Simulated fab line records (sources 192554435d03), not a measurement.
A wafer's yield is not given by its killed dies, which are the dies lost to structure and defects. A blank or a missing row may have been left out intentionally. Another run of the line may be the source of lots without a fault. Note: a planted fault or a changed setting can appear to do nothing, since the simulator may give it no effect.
fab line records | flow n5Finfet
[record] lots = 7 wafers = 21
route steps=1938 shown BEOL_M2@846 BEOL_M3@950 BEOL_M5@1117 BEOL_M6@1198
startH: start of the lot's first displayed wafer, in hours after the record's first day | waitH: hours elapsed since this lot's preceding step | " the same as in the row above | L1.1+2: a single row standing in for several wafers | - no value, or no start was given | * or withheld: withheld | < > ~ a bound
route shown NAME@n: a module of which the file shows steps, and the number in the route of the first | usual: the fault-free wafers' mean and standard deviation | same: alike in all rows | chamber/n: place in a boat | sites: each site's reading | _std_site: the standard deviation of these | _edge_site: mean of outer sites minus mean of inner sites | radiusMm: for every site, how far away it sits from the centre of the wafer | mask NAME#n: copy n | behind: tool/chamber where the wafer was last shaped | hold: why the lot went on hold/how many hours it stayed there/how the hold came to an end | device: the n, p or np transistor that did not switch | end of line: at the end of the route, the tests of the same wafers | for a step that has no rows: nothing shown but its recipe | killed: dies that structure and defects cost at the first sort, which is not the same as the wafer's yield | map: dies across one wafer; x = killed, . = not, _ = none there
set.NAME: the setting as run; set.NAME@STEP: as run at that earlier step | model.NAME: the simulator's own value behind a step, which no gauge read
lots run with intentionally changed settings; tables by step, rows by wafer
[[steps]]
[step N5_BEOL_M2_COAT_62]
[recipe] resist = SiARC tempC = 220 timeS = 60 spinRpm = 1500 resistThkNm = 12
// columns lot.wafer tool chamber startH waitH set.spinRpm model.SiARC_of_BEOL_M2_COAT_62.thkNm
L077.1+2+6 lithoTrack-02 0 - - 1500 12
L078.1+2 lithoTrack-02 0 - - 1589 11.6
L078.5 " 0 " " 1500 12
L085.1+3+6 lithoTrack-02 0 - - 1500 12
L086.1+5 lithoTrack-03 0 - - 1430 12.2
L086.4 " 0 " " 1500 12
L087.3+5+6 lithoTrack-02 0 - - 1500 12
L092.3+5 lithoTrack-03 0 - - 1343 12.6
L092.4 " 0 " " 1343 12.8
L095.3 lithoTrack-03 0 - - 1555 11.8
L095.4+5 " 0 " " 1500 12
[step N5_BEOL_M2_COAT_73]
[recipe] resist = underlayer tempC = 205 timeS = 60 spinRpm = 1500 resistThkNm = 5
[step N5_BEOL_M2_COAT_05]
[recipe] resist = CAR-EUV spinRpm = 1500 resistThkNm = 30
[step N5_BEOL_M2_DESCUM_16]
[recipe] chemistry = O2 timeS = 7 sourcePowerW = 50 biasPowerW = 20 pressureMtorr = 20 rfFrequencyHz = 2.712e+07 tempC = 40 resist = CAR-EUV o2FlowSccm = 225
[step N5_BEOL_M2_ETCH_74]
[recipe] chemistry = N2/H2 target = underlayer targetDepthA = 65 maskMaterial = CAR-EUV timeS = 5.2 ionEnergyEv = 200 pressureMtorr = 30 sourceW = 840 biasW = 150 n2FlowSccm = 200 h2FlowSccm = 200 ends = cleared
[step N5_BEOL_M2_ETCH_63]
[recipe] chemistry = CF4 target = SiARC targetDepthA = 156 maskMaterial = CAR-EUV timeS = 26 ionEnergyEv = 80 pressureMtorr = 40 sourceW = 545 biasW = 36 Ar_flow_sccm = 100 cf4FlowSccm = 100 ends = cleared
// columns lot.wafer tool chamber startH waitH set.spinRpm@BEOL_M2_COAT_62 model.etch.depthNm
L077.1 rieDiel-04 2 159.80 0.0 1500 12.01
L077.2 " 0 " " 1500 11.99
L077.6 " 1 " " 1500 12.02
L078.1 rieDiel-05 2 163.32 0.0 1589 11.7
L078.2 " 0 " " 1589 11.67
L078.5 " 2 " " 1500 12.05
L085.1+3 rieDiel-01 3,2 207.24 0.0 1500 12.07
L085.6 " 3 " " 1500 12.06
L086.1 rieDiel-04 0 207.28 0.0 1430 12.27
L086.4 " 0 " " 1500 11.95
L086.5 " 2 " " 1430 12.29
L087.3 rieDiel-05 1 220.40 0.0 1500 12.02
L087.5 " 3 " " 1500 12.05
L087.6 " 2 " " 1500 12
L092.3+5 rieDiel-04 1,3 252.86 0.0 1343 12.66
L092.4 " 1 " " 1343 12.71
L095.3 rieDiel-04 0 272.84 0.0 1555 11.74
L095.4+5 " 2,0 " " 1500 11.99
[step N5_BEOL_M2_ETCH_64]
[recipe] chemistry = N2/H2 target = SOC targetDepthA = 750 overetchA = 225 maskMaterial = SiARC tempC = 40 timeS = 121.9 ionEnergyEv = 200 pressureMtorr = 30 sourceW = 840 biasW = 150 n2FlowSccm = 200 h2FlowSccm = 200
// columns lot.wafer tool chamber startH waitH set.spinRpm@BEOL_M2_COAT_61 model.etch.depthNm
L077.1 rieDiel-04 2 159.83 0.0 1451 61.21
L077.2 " 0 " " 1500 60.29
L077.6 " 1 " " 1500 60.17
L078.1 rieDiel-05 2 163.35 0.0 1455 60.85
L078.2 " 0 " " 1455 60.97
L078.5 " 2 " " 1500 59.94
L085.1 rieDiel-01 3 207.27 0.0 1500 60.07
L085.3 " 2 " " 1500 59.84
L085.6 " 3 " " 1500 60.11
L086.1 rieDiel-04 0 207.30 0.0 1500 60.24
L086.4 " 0 " " 1500 60.15
L086.5 " 2 " " 1500 60
L087.3 rieDiel-05 1 220.43 0.0 1500 60.33
L087.5 " 3 " " 1500 60.25
L087.6 " 2 " " 1500 60.09
L092.3 rieDiel-04 1 252.88 0.0 1500 60.28
L092.4 " 1 " " 1455 61.31
L092.5 " 3 " " 1500 60.36
L095.3 rieDiel-04 0 272.87 0.0 1381 62.54
L095.4 " 2 " " 1500 59.96
L095.5 " 0 " " 1381 62.46
[step N5_BEOL_M2_STRIP_65]
[recipe] chemistry = N2/H2 tempC = 40 n2FlowSccm = 200 h2FlowSccm = 200 rfFrequencyHz = 6e+07
[step N5_BEOL_M2_STRIP_75]
[recipe] chemistry = N2/H2 tempC = 40 n2FlowSccm = 200 h2FlowSccm = 200 rfFrequencyHz = 6e+07
[step N5_BEOL_M2_STRIP_66]
[recipe] chemistry = CF4 resist = SiARC powerW = 300 biasPowerW = 75 pressureMtorr = 50 cf4FlowSccm = 150 rfFrequencyHz = 6e+07
[step N5_BEOL_M2_HM_OPEN_17]
[recipe] chemistry = Cl2/BCl3 targetDepthA = 200 overetchA = 60 target = TiN maskMaterial = SOC ionEnergyEv = 150 pressureMtorr = 10 icpW = 1000 biasW = 126 Cl2_flow_sccm = 53.25 bcl3FlowSccm = 21.75 Ar_flow_sccm = 25
// columns lot.wafer tool chamber startH waitH set.spinRpm@BEOL_M2_COAT_61 model.SOC_of_BEOL_M2_COAT_61.thkNm
L077.1 rieMetal-03 1 160.00 0.0 1451 53.4
L077.2 " 0 " " 1500 51.8
L077.6 " 0 " " 1500 51.6
L078.1 rieMetal-03 1 163.52 0.0 1455 53
L078.2 " 0 " " 1455 52.4
L078.5 " 0 " " 1500 51.4
L085.1+6 rieMetal-02 1 207.44 0.0 1500 51.8
L085.3 " 1 " " 1500 51.4
L086.1+4+5 rieMetal-01 0 207.48 0.0 1500 51.8
L087.3+5 rieMetal-01 0 220.66 0.1 1500 52
L087.6 " 0 " " 1500 51.8
L092.3 rieMetal-03 0 253.09 0.1 1500 51.8
L092.4 " 1 " " 1455 53.2
L092.5 " 1 " " 1500 52.4
L095.3+5 rieMetal-03 0 273.07 0.1 1381 54
L095.4 " 1 " " 1500 52
[step N5_BEOL_M3_ETCH_64]
[recipe] chemistry = N2/H2 target = SOC targetDepthA = 750 overetchA = 150 maskMaterial = SiARC tempC = 40 timeS = 112.5 ionEnergyEv = 200 pressureMtorr = 30 sourceW = 840 biasW = 150 n2FlowSccm = 200 h2FlowSccm = 200
// columns lot.wafer tool chamber startH waitH set.timeS model.SiARC_of_BEOL_M3_COAT_62.thkNm
L077.1+6 rieDiel-02 3 202.24 0.0 112.5 6.8
L077.2 " 0 " " 112.5 7
L078.1 rieDiel-02 3 208.05 0.0 112.5 6.8
L078.2+5 " 0 " " 136.1 6
L085.1 rieDiel-06 2 241.43 0.0 92.33 7.8
L085.3 " 0 " " 112.5 7
L085.6 " 0 " " 112.5 6.8
L086.1+4 rieDiel-02 2 241.63 0.0 122.9 6.2
L086.5 " 1 " " 112.5 6.6
L087.3 rieDiel-06 1 267.75 0.0 112.5 7
L087.5 " 2 " " 112.5 7.2
L087.6 " 3 " " 112.5 6.8
L092.3 rieDiel-03 0 293.48 0.0 121.7 5.6
L092.4 " 0 " " 112.5 6
L092.5 " 2 " " 121.7 6.2
L095.3+5 rieDiel-06 3 323.11 0.0 112.5 6.8
L095.4 " 1 " " 112.5 6.6
[step N5_BEOL_M3_COAT_67]
[recipe] resist = SOC tempC = 250 timeS = 60 spinRpm = 1500 resistThkNm = 60
// columns lot.wafer tool chamber startH waitH set.spinRpm model.SOC_of_BEOL_M3_COAT_67.thkNm
L077.1+2 lithoTrack-02 0 202.63 0.0 1562 59
L077.6 " 0 " " 1500 60.4
L078.1 lithoTrack-04 0 208.53 0.0 1500 60
L078.2+5 " 0 " " 1500 60.2
L085.1+6 lithoTrack-02 0 241.90 0.0 1500 60.2
L085.3 " 0 " " 1560 59.2
L086.1 lithoTrack-01 0 242.02 0.0 1500 60
L086.4 " 0 " " 1660 57
L086.5 " 0 " " 1660 57.2
L087.3+5+6 lithoTrack-04 0 268.14 0.0 1500 60
L092.3 lithoTrack-02 0 293.87 0.0 1500 59.8
L092.4 " 0 " " 1500 60.2
L092.5 " 0 " " 1500 60
L095.3 lithoTrack-02 0 323.66 0.0 1500 60
L095.4 " 0 " " 1456 61
L095.5 " 0 " " 1500 60.2
[step N5_BEOL_M3_COAT_68]
[recipe] resist = SiARC tempC = 220 timeS = 60 spinRpm = 1500 resistThkNm = 12
[step N5_BEOL_M3_COAT_76]
[recipe] resist = underlayer tempC = 205 timeS = 60 spinRpm = 1500 resistThkNm = 5
[step N5_BEOL_M3_ALD_98]
[recipe] material = SiO2 targetThkA = 25 tempC = 100 aldPrecursorFamily = BDEAS aldCoReactant = O2-plasma pulseTimeS = 1 coReactantPulseTimeS = 1 purgeTimeS = 2 coReactantPurgeTimeS = 2 aldCycles = 17 pressureTorr = 2
[step N5_BEOL_M3_ETCHBACK_99]
[recipe] chemistry = CHF3 target = SiO2 targetDepthA = 50 timeS = 10.4 sourceW = 215 biasW = 47 Ar_flow_sccm = 200 CHF3_flow_sccm = 12 ionEnergyEv = 100 pressureMtorr = 30
[step N5_BEOL_M3_ETCH_70]
[recipe] chemistry = N2/H2 target = SOC targetDepthA = 800 overetchA = 160 maskMaterial = SiARC tempC = 40 timeS = 120 ionEnergyEv = 200 pressureMtorr = 30 sourceW = 840 biasW = 150 n2FlowSccm = 200 h2FlowSccm = 200
// columns lot.wafer tool chamber startH waitH set.spinRpm@BEOL_M3_COAT_67 model.etch.depthNm
L077.1 rieDiel-03 3 212.57 0.0 1562 58.9
L077.2 " 1 " " 1562 59.08
L077.6 " 1 " " 1500 60.33
L078.1 rieDiel-06 1 230.39 0.0 1500 60.03
L078.2 " 3 " " 1500 60.28
L078.5 " 0 " " 1500 60.16
L085.1 rieDiel-03 1 250.26 0.0 1500 60.19
L085.3 " 3 " " 1560 59.11
L085.6 " 3 " " 1500 60.21
L086.1 rieDiel-02 2 254.24 0.0 1500 59.99
L086.4 " 3 " " 1660 57.07
L086.5 " 1 " " 1660 57.12
L087.3 rieDiel-06 3 276.36 0.0 1500 60
L087.5 " 0 " " 1500 60.05
L087.6 " 2 " " 1500 59.99
L092.3 rieDiel-06 2 304.67 0.0 1500 59.9
L092.4 " 1 " " 1500 60.23
L092.5 " 1 " " 1500 60.1
L095.3 rieDiel-03 0 337.04 0.0 1500 60.06
L095.4 " 2 " " 1456 61.05
L095.5 " 3 " " 1500 60.26
[step N5_BEOL_M3_STRIP_71]
[recipe] chemistry = N2/H2 tempC = 40 n2FlowSccm = 200 h2FlowSccm = 200 rfFrequencyHz = 6e+07
[step N5_BEOL_M3_STRIP_78]
[recipe] chemistry = N2/H2 tempC = 40 n2FlowSccm = 200 h2FlowSccm = 200 rfFrequencyHz = 6e+07
[step N5_BEOL_M3_VIA_ETCH_34]
[recipe] chemistry = C4F6/O2 targetDepthA = 694 maskMaterial = SOC pressureMtorr = 15 ionEnergyEv = 250 taperDeg = 4 timeS = 65.9 sourceW = 350 biasW = 170 Ar_flow_sccm = 300 C4F6_flow_sccm = 10 O2_flow_sccm = 10
// columns lot.wafer tool chamber startH waitH set.spinRpm@BEOL_M3_COAT_67 model.SOC_of_BEOL_M3_COAT_67.thkNm
L077.1+2 rieDiel-03 3,1 212.67 0.0 1562 50.8
L077.6 " 1 " " 1500 52
L078.1+2 rieDiel-06 1,3 230.49 0.0 1500 52.2
L078.5 " 0 " " 1500 52
L085.1 rieDiel-03 1 250.36 0.0 1500 51.8
L085.3 " 3 " " 1560 51.2
L085.6 " 3 " " 1500 52.2
L086.1 rieDiel-02 2 254.34 0.0 1500 51.8
L086.4 " 3 " " 1660 49
L086.5 " 1 " " 1660 48.8
L087.3+6 rieDiel-06 3,2 276.46 0.0 1500 52
L087.5 " 0 " " 1500 51.8
L092.3+4 rieDiel-06 2,1 304.77 0.0 1500 52
L092.5 " 1 " " 1500 51.8
L095.3 rieDiel-03 0 337.14 0.0 1500 51.4
L095.4 " 2 " " 1456 53
L095.5 " 3 " " 1500 52.2
[step N5_BEOL_M5_COAT_59]
[recipe] resist = SOC tempC = 250 timeS = 60 spinRpm = 1500 resistThkNm = 60
// columns lot.wafer tool chamber startH waitH set.spinRpm model.SOC_of_BEOL_M5_COAT_59.thkNm
L077.1+6 lithoTrack-03 0 259.84 0.1 1500 59.8
L077.2 " 0 " " 1500 60
L078.1+2+5 lithoTrack-03 0 284.47 0.1 1500 60.2
L085.1 lithoTrack-02 0 297.26 0.1 1500 60
L085.3 " 0 " " 1420 61.6
L085.6 " 0 " " 1500 60.2
L086.1 lithoTrack-03 0 303.56 0.1 1386 62.4
L086.4 " 0 " " 1500 60
L086.5 " 0 " " 1500 60.2
L087.3+5+6 lithoTrack-01 0 326.31 0.1 1500 60.4
L092.3+4 lithoTrack-01 0 354.02 0.1 1500 60.4
L092.5 " 0 " " 1500 60.6
L095.3+4 lithoTrack-01 0 405.15 0.1 1584 58.4
L095.5 " 0 " " 1500 60.2
[step N5_BEOL_M5_COAT_71]
[recipe] resist = underlayer tempC = 205 timeS = 60 spinRpm = 1500 resistThkNm = 5
// columns lot.wafer tool chamber startH waitH set.spinRpm
L077.1+2+6 lithoTrack-03 0 - - 1363
L078.1 lithoTrack-03 0 - - 1405
L078.2+5 " 0 " " 1500
L085.1 lithoTrack-02 0 - - 1500
L085.3+6 " 0 " " 1358
L086.1+4 lithoTrack-03 0 - - 1440
L086.5 " 0 " " 1500
L087.3+5+6 lithoTrack-01 0 - - 1500
L092.3 lithoTrack-01 0 - - 1500
L092.4+5 " 0 " " 1662
L095.3+4+5 lithoTrack-01 0 - - 1500
[step N5_BEOL_M5_COAT_05]
[recipe] resist = CAR-EUV spinRpm = 1500 resistThkNm = 30
[step N5_BEOL_M5_EBR_07]
[recipe] solvent = PGMEA ebrWidthMm = 1.5
[step N5_BEOL_M5_DESCUM_16]
[recipe] chemistry = O2 timeS = 7 sourcePowerW = 50 biasPowerW = 20 pressureMtorr = 20 rfFrequencyHz = 2.712e+07 tempC = 40 resist = CAR-EUV o2FlowSccm = 225
[step N5_BEOL_M5_ETCH_72]
[recipe] chemistry = N2/H2 target = underlayer targetDepthA = 65 maskMaterial = CAR-EUV timeS = 5.2 ionEnergyEv = 200 pressureMtorr = 30 sourceW = 840 biasW = 150 n2FlowSccm = 200 h2FlowSccm = 200 ends = cleared
// columns lot.wafer tool chamber startH waitH set.spinRpm@BEOL_M5_COAT_71 model.etch.depthNm
L077.1 rieDiel-03 2 260.27 0.0 1363 5.239
L077.2 " 3 " " 1363 5.264
L077.6 " 0 " " 1363 5.245
L078.1 rieDiel-02 2 285.02 0.0 1405 5.169
L078.2 " 1 " " 1500 5.001
L078.5 " 3 " " 1500 4.999
L085.1 rieDiel-03 2 297.82 0.0 1500 5.026
L085.3 " 0 " " 1358 5.26
L085.6 " 3 " " 1358 5.271
L086.1 rieDiel-06 3 303.98 0.0 1440 5.114
L086.4 " 2 " " 1440 5.107
L086.5 " 2 " " 1500 5.018
L087.3+5 rieDiel-02 2,0 326.86 0.0 1500 5.026
L087.6 " 1 " " 1500 5.011
L092.3 rieDiel-06 1 354.90 0.0 1500 5.041
L092.4 " 3 " " 1662 4.792
L092.5 " 0 " " 1662 4.787
L095.3 rieDiel-02 0 405.69 0.0 1500 4.994
L095.4 " 2 " " 1500 5.013
L095.5 " 3 " " 1500 5.008
[step N5_BEOL_M5_ETCH_61]
[recipe] chemistry = CF4 target = SiARC targetDepthA = 156 maskMaterial = CAR-EUV timeS = 26 ionEnergyEv = 80 pressureMtorr = 40 sourceW = 545 biasW = 36 Ar_flow_sccm = 100 cf4FlowSccm = 100 ends = cleared
[step N5_BEOL_M5_ETCH_62]
[recipe] chemistry = N2/H2 target = SOC targetDepthA = 750 overetchA = 150 maskMaterial = SiARC tempC = 40 timeS = 112.5 ionEnergyEv = 200 pressureMtorr = 30 sourceW = 840 biasW = 150 n2FlowSccm = 200 h2FlowSccm = 200
// columns lot.wafer tool chamber startH waitH set.spinRpm@BEOL_M5_COAT_59 model.etch.depthNm
L077.1 rieDiel-03 2 260.31 0.0 1500 59.85
L077.2 " 3 " " 1500 59.99
L077.6 " 0 " " 1500 59.8
L078.1 rieDiel-02 2 285.06 0.0 1500 60.14
L078.2 " 1 " " 1500 60.12
L078.5 " 3 " " 1500 60.11
L085.1 rieDiel-03 2 297.86 0.0 1500 60.04
L085.3 " 0 " " 1420 61.66
L085.6 " 3 " " 1500 60.16
L086.1 rieDiel-06 3 304.03 0.0 1386 62.43
L086.4 " 2 " " 1500 59.99
L086.5 " 2 " " 1500 60.1
L087.3 rieDiel-02 2 326.91 0.0 1500 60.42
L087.5 " 0 " " 1500 60.36
L087.6 " 1 " " 1500 60.39
L092.3 rieDiel-06 1 354.95 0.0 1500 60.45
L092.4 " 3 " " 1500 60.47
L092.5 " 0 " " 1500 60.57
L095.3 rieDiel-02 0 405.74 0.0 1584 58.3
L095.4 " 2 " " 1584 58.38
L095.5 " 3 " " 1500 60.11
[step N5_BEOL_M5_STRIP_63]
[recipe] chemistry = N2/H2 tempC = 40 n2FlowSccm = 200 h2FlowSccm = 200 rfFrequencyHz = 6e+07
[step N5_BEOL_M5_STRIP_73]
[recipe] chemistry = N2/H2 tempC = 40 n2FlowSccm = 200 h2FlowSccm = 200 rfFrequencyHz = 6e+07
[step N5_BEOL_M5_STRIP_64]
[recipe] chemistry = CF4 resist = SiARC powerW = 300 biasPowerW = 75 pressureMtorr = 50 cf4FlowSccm = 150 rfFrequencyHz = 6e+07
[step N5_BEOL_M5_HM_OPEN_17]
[recipe] chemistry = Cl2/BCl3 targetDepthA = 200 overetchA = 60 target = TiN maskMaterial = SOC ionEnergyEv = 150 pressureMtorr = 10 icpW = 1000 biasW = 126 Cl2_flow_sccm = 53.25 bcl3FlowSccm = 21.75 Ar_flow_sccm = 25
// columns lot.wafer tool chamber startH waitH set.spinRpm@BEOL_M5_COAT_59 model.SOC_of_BEOL_M5_COAT_59.thkNm
L077.1 rieMetal-03 1 260.48 0.0 1500 51.8
L077.2 " 0 " " 1500 51.4
L077.6 " 0 " " 1500 51.2
L078.1 rieMetal-01 0 285.23 0.0 1500 51.8
L078.2+5 " 1 " " 1500 52.2
L085.1+6 rieMetal-03 1 298.03 0.0 1500 52.2
L085.3 " 1 " " 1420 53.8
L086.1 rieMetal-01 1 304.20 0.0 1386 54.6
L086.4+5 " 0 " " 1500 51.6
L087.3+5 rieMetal-03 0 327.11 0.1 1500 52
L087.6 " 1 " " 1500 52.6
L092.3 rieMetal-03 1 355.15 0.1 1500 52.6
L092.4+5 " 0 " " 1500 52
L095.3 rieMetal-02 1 405.93 0.1 1584 50.2
L095.4 " 0 " " 1584 50.6
L095.5 " 0 " " 1500 52.4
[step N5_BEOL_M6_HM_DEP_02]
[recipe] material = TiN targetThkA = 200 tempC = 25 chamberPressurePa = 0.49996
// columns lot.wafer tool chamber startH waitH set.targetThkA model.TiN_of_BEOL_M6_HM_DEP_02.thkNm
L077.1 pvdSputter-03 - 271.48 0.5 224.6 22.6
L077.2 " - " " 200 20
L077.6 " - " " 200 20.4
L078.1 pvdSputter-02 - 294.80 0.9 200 20
L078.2 " - " " 200 19.8
L078.5 " - " " 200 19.4
L085.1+3+6 pvdSputter-03 - 308.08 0.9 200 20.2
L086.1 pvdSputter-02 - 314.62 0.4 200 19.4
L086.4 " - " " 200 19.8
L086.5 " - " " 218.6 21.6
L087.3+5 pvdSputter-03 - 338.75 0.7 200 20.2
L087.6 " - " " 200 20.4
L092.3 pvdSputter-02 - 371.04 1.4 200 20
L092.4 " - " " 200 20.2
L092.5 " - " " 200 19.6
L095.3 pvdSputter-01 - 419.18 2.2 200 20.2
L095.4 " - " " 176.8 17.4
L095.5 " - " " 200 20
[[key]]
[split] step = N5_BEOL_M2_COAT_62 setting = spinRpm stated = 1500 by = wafer
[response] step = N5_BEOL_M2_COAT_62 reading = model.SiARC_of_BEOL_M2_COAT_62.thkNm change = -0.0574 per = 1% r = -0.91
[response] step = N5_BEOL_M2_ETCH_63 reading = model.etch.depthNm change = -0.0652 per = 1% r = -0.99
[split] step = N5_BEOL_M3_ETCH_64 setting = timeS stated = 112.5 by = wafer
[response] step = N5_BEOL_M3_ETCH_64 reading = model.SiARC_of_BEOL_M3_COAT_62.thkNm change = -0.041 per = 1% r = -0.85
[split] step = N5_BEOL_M3_COAT_67 setting = spinRpm stated = 1500 by = wafer
[response] step = N5_BEOL_M3_COAT_67 reading = model.SOC_of_BEOL_M3_COAT_67.thkNm change = -0.279 per = 1% r = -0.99
[response] step = N5_BEOL_M3_ETCH_70 reading = model.etch.depthNm change = -0.279 per = 1% r = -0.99
[response] step = N5_BEOL_M3_VIA_ETCH_34 reading = model.SOC_of_BEOL_M3_COAT_67.thkNm change = -0.274 per = 1% r = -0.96
[split] step = N5_BEOL_M5_COAT_59 setting = spinRpm stated = 1500 by = wafer
[response] step = N5_BEOL_M5_COAT_59 reading = model.SOC_of_BEOL_M5_COAT_59.thkNm change = -0.302 per = 1% r = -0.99
[response] step = N5_BEOL_M5_ETCH_62 reading = model.etch.depthNm change = -0.309 per = 1% r = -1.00
[response] step = N5_BEOL_M5_HM_OPEN_17 reading = model.SOC_of_BEOL_M5_COAT_59.thkNm change = -0.362 per = 1% r = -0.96
[split] step = N5_BEOL_M5_COAT_71 setting = spinRpm stated = 1500 by = wafer
[response] step = N5_BEOL_M5_ETCH_72 reading = model.etch.depthNm change = -0.0245 per = 1% r = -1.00
[split] step = N5_BEOL_M6_HM_DEP_02 setting = targetThkA stated = 200 by = wafer
[response] step = N5_BEOL_M6_HM_DEP_02 reading = model.TiN_of_BEOL_M6_HM_DEP_02.thkNm change = +0.213 per = 1% r = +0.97
split outsideThisFile step=N5_BEOL_M2_COAT_61 setting=spinRpm
// split outsideThisFile: this setting was split too, and the file shows its column; the key of that split is in another file
